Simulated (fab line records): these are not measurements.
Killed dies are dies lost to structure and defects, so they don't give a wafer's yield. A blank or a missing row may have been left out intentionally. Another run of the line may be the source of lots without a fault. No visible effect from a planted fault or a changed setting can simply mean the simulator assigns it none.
Which tool was responsible? || flow n5_finfet || 26 wafers from 9 lots sampled at 5 of the route's 1938 steps

== WHAT THE GAUGES READ, wafer by wafer ==
N5_SD_EPI_N_INSPECT_26: inspects for defects (darkfield).
{"lot": "L343", "measured": "day 3 13:25", "on": "defect_inspect-01", "raw_defect_count": "250 226 235"}
{"lot": "L344", "measured": "day 3 18:03", "on": "defect_inspect-01", "raw_defect_count": "232 182 247"}
{"lot": "L346", "measured": "day 4 04:53", "on": "defect_inspect-02", "raw_defect_count": "227 243 237"}
{"lot": "L345", "measured": "day 4 06:14", "on": "defect_inspect-02", "raw_defect_count": "266 233"}
{"lot": "L347", "measured": "day 4 13:11", "on": "defect_inspect-01", "raw_defect_count": "813 731 758"}
{"lot": "L351", "measured": "day 5 12:13", "on": "defect_inspect-02", "raw_defect_count": "600 675 741"}
{"lot": "L352", "measured": "day 5 16:29", "on": "defect_inspect-01", "raw_defect_count": "194 171 169"}
{"lot": "L356", "measured": "day 6 20:14", "on": "defect_inspect-01", "raw_defect_count": "202 220 238"}
{"lot": "L360", "measured": "day 7 16:38", "on": "defect_inspect-02", "raw_defect_count": "189 166 132"}

== WHICH TOOL RAN EACH LOT (tool, then ch and the chambers of the sampled wafers, then the start) ==
{"lot": "L343", "N5_SPACER0_ALD_00": "ald_sin-04 ch 1,2,3, day 3 06:48", "N5_SD_EPI_N_ETCH_35": "rie_diel-06 ch 1,2, day 3 07:49", "N5_SD_EPI_N_VAPOR_ETCH_50": "epi_rpcvd-01 ch 0, day 3 09:43", "N5_SD_EPI_N_LINER_46": "ald_sin-02 ch 0,1,3, day 3 13:10"}
{"lot": "L344", "N5_SPACER0_ALD_00": "ald_sin-03 ch 1,2,3, day 3 12:22", "N5_SD_EPI_N_ETCH_35": "rie_diel-05 ch 1,2, day 3 13:21", "N5_SD_EPI_N_VAPOR_ETCH_50": "epi_rpcvd-01 ch 0, day 3 14:52", "N5_SD_EPI_N_LINER_46": "ald_sin-04 ch 0,2,3, day 3 17:48"}
{"lot": "L346", "N5_SPACER0_ALD_00": "ald_sin-04 ch 2,3, day 3 23:22", "N5_SD_EPI_N_ETCH_35": "rie_diel-02 ch 0,2,3, day 4 00:25", "N5_SD_EPI_N_VAPOR_ETCH_50": "epi_rpcvd-04 ch 0, day 4 01:49", "N5_SD_EPI_N_LINER_46": "ald_sin-04 ch 0,1,3, day 4 04:38"}
{"lot": "L345", "N5_SPACER0_ALD_00": "ald_sin-04 ch 0,2, day 3 23:54", "N5_SD_EPI_N_ETCH_35": "rie_diel-06 ch 0,1, day 4 00:57", "N5_SD_EPI_N_VAPOR_ETCH_50": "epi_rpcvd-01 ch 0, day 4 02:31", "N5_SD_EPI_N_LINER_46": "ald_sin-02 ch 0,3, day 4 05:59"}
{"lot": "L347", "N5_SPACER0_ALD_00": "ald_sin-04 ch 0,2,3, day 4 08:19", "N5_SD_EPI_N_ETCH_35": "rie_diel-06 ch 0,1,2, day 4 09:19", "N5_SD_EPI_N_VAPOR_ETCH_50": "epi_rpcvd-01 ch 0, day 4 10:43", "N5_SD_EPI_N_LINER_46": "ald_sin-02 ch 1,2,3, day 4 12:56"}
{"lot": "L351", "N5_SPACER0_ALD_00": "ald_sin-01 ch 1,2,3, day 5 07:19", "N5_SD_EPI_N_ETCH_35": "rie_diel-05 ch 0,1,3, day 5 08:12", "N5_SD_EPI_N_VAPOR_ETCH_50": "epi_rpcvd-01 ch 0, day 5 09:37", "N5_SD_EPI_N_LINER_46": "ald_sin-01 ch 0,1,3, day 5 11:58"}
{"lot": "L352", "N5_SPACER0_ALD_00": "ald_sin-01 ch 0,1,3, day 5 11:35", "N5_SD_EPI_N_ETCH_35": "rie_diel-05 ch 2,3, day 5 12:35", "N5_SD_EPI_N_VAPOR_ETCH_50": "epi_rpcvd-04 ch 0, day 5 13:59", "N5_SD_EPI_N_LINER_46": "ald_sin-02 ch 0,1,2, day 5 16:14"}
{"lot": "L356", "N5_SPACER0_ALD_00": "ald_sin-04 ch 0,3, day 6 14:56", "N5_SD_EPI_N_ETCH_35": "rie_diel-02 ch 0,3, day 6 15:56", "N5_SD_EPI_N_VAPOR_ETCH_50": "epi_rpcvd-04 ch 0, day 6 17:24", "N5_SD_EPI_N_LINER_46": "ald_sin-02 ch 1,2,3, day 6 19:58"}
{"lot": "L360", "N5_SPACER0_ALD_00": "ald_sin-04 ch 1,2,3, day 7 11:43", "N5_SD_EPI_N_ETCH_35": "rie_diel-05 ch 0,1,3, day 7 12:42", "N5_SD_EPI_N_VAPOR_ETCH_50": "epi_rpcvd-04 ch 0, day 7 14:08", "N5_SD_EPI_N_LINER_46": "ald_sin-02 ch 0,2,3, day 7 16:23"}
- N5_SPACER0_ALD_00: deposits SiOCN, target thk 3.5 nm, pulse time 3 s, purge time 2 s.
- N5_SD_EPI_N_ETCH_35: etches SOC in N2/H2, overetch 108 nm, time 486 s.
- N5_SD_EPI_N_VAPOR_ETCH_50: etches Si in HCl, time 54 s.
- N5_SD_EPI_N_LINER_46: material SiNx, target thk 3 nm.

== THE ANSWER, worked out from the rows above alone ==
Rule: usual is defined by the lots themselves. Put in order of their means at a reading, lots are off if they are a third of the lots or fewer, leave a main group of 4 or more, and stand apart from it by a gap of 3 or more times the standard deviation of the main group's means; of several such gaps the widest counts. Not used: any main group whose means are identical at the precision the tables above print for the reading. A lot without any number at a reading at which 4 lots or more have one is off too. Where the step has rows for the other lots, those lots are counted as sound.
Off at N5_SD_EPI_N_INSPECT_26 (raw_defect_count): L347, L351. The main group: mean 215, standard deviation 30.
A tool fits if, at a process step before that reading, it ran every lot that is off, and no sound lot after the first of them. Gauges at N5_SD_EPI_N_INSPECT_26: tried the same way as those tools. One candidate fits, namely epi_rpcvd-01 at N5_SD_EPI_N_VAPOR_ETCH_50. A fault onset in the window from L345 (day 4 02:31, its last sound lot) to L347 (day 4 10:43, its first lot off) fits.

== WHAT THE SIMULATOR HAD INSERTED ==
Chamber particle source: epi_rpcvd-01, from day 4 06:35 on, at N5_SD_EPI_N_VAPOR_ETCH_50. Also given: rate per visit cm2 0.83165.
Lots struck among those shown: L347, L351. The rule given above showed the same thing.
